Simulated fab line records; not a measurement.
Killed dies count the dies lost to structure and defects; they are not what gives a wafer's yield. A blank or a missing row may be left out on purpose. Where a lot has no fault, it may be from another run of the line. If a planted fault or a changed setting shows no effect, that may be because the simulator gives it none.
Problem report in the 8D (eight disciplines) form, filled by code | flow n5-finfet | the parts of the form that need people (team, actions taken, sign-off) are left out

## 1. PROBLEM STATEMENT
Wafers without a fault read 143.3 s, standard deviation 0.34; run-length-s at N5_BEOL_M3_ETCH_70 reads a mean of 109.7 s on 3 wafers belonging to 3 lots. Relative to the usual mean, that is a shift of -99 standard deviations.
The step: etches SOC in N2/H2, target depth 80 nm, overetch 16 nm, time 120 s.
The first sign was on wafer L952.5 at day 11 18:20, on rie-diel-05. The record has a number at this step for 25 wafers belonging to 9 lots. Rule for "out" (also "out of limits"): further than 4 standard deviations from the usual mean. All remaining wafers that have a number are taken as sound.

## 2. WHAT IT IS, WHAT IT ISN'T
question                    | is                     | is not
which readings at this step | run-length-s           | drypump-motor-current-A, rf-vpp-V, showerhead-plenum-p-Torr, throttle-valve-pct
which lots                  | L952, L955, L958       | L936, L939, L941, L946, L948, L959
which wafers of those lots  | L952.5, L955.2, L958.5 | L952.1, L955.6, L958.1, L958.6
read on which tools         | rie-diel-05            | rie-diel-02, rie-diel-04
when                        | from day 11 18:20      | up to then (16 sound wafers); but 6 sound wafers of L955, L958, L959 came after

## 3. THE SUSPECTS, EACH WITH WHAT RULES IT OUT
Counting: if a tool at a process step up to the reading ran every lot that is out, it stays a suspect. Sound lots after the first of them don't rule it out here, since some wafers of a struck lot are sound.
- rie-diel-05 at N5_BEOL_M3_ETCHBACK_99 (etches SiO2 in CHF3, target depth 5 nm, time 10.4 s): kept. It processed each lot that is out (first: L952, day 11 18:18); up to then, its last sound lot is L939 (day 8 11:13).
- rie-diel-05 at N5_BEOL_M3_ETCH_70 (etches SOC in N2/H2, target depth 80 nm, overetch 16 nm, time 120 s): kept. It processed each lot that is out (first: L952, day 11 18:20); up to then, its last sound lot is L939 (day 8 11:16). Its own run-length-s readings are out on those wafers.
After counting, rie-diel-05 at N5_BEOL_M3_ETCHBACK_99 and rie-diel-05 at N5_BEOL_M3_ETCH_70 remain.

## 4. THE CAUSE (what the simulator had put in)
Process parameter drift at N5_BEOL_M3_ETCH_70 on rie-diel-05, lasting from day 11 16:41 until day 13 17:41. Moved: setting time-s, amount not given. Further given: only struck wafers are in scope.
Of the 2 suspects that counting leaves, this tool is one.

## 5. THE EFFECT CHAIN, in route order
Rows list readings where the struck wafers' mean (over those with a number) sits beyond 3 standard deviations from the usual. Readings are gone through only where the record gives a usual standard deviation; hours: the median, over the lots, of the time from a lot's start at the first step in this table giving one to that lot's start at this step; sigmas: the change measured in usual standard deviations.
hours | step               | reading      | usual   | on struck wafers | change | sigmas
0     | N5_BEOL_M3_ETCH_70 | run-length-s | 143.3 s | 109.7            | -33.6  | -99
Its process steps:
- N5_BEOL_M3_ETCH_70: etches SOC in N2/H2, target depth 80 nm, overetch 16 nm, time 120 s.
Later measuring or inspecting steps at which every struck wafer that the step has a row for has a number for every such reading, and none has moved that far: N5_BEOL_M4_RC_MEAS_101.

## 6. HOW IT WOULD HAVE BEEN CAUGHT EARLIER
The fault began at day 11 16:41; the first out-of-limits reading in this record came at day 11 18:20, 2 hours later.
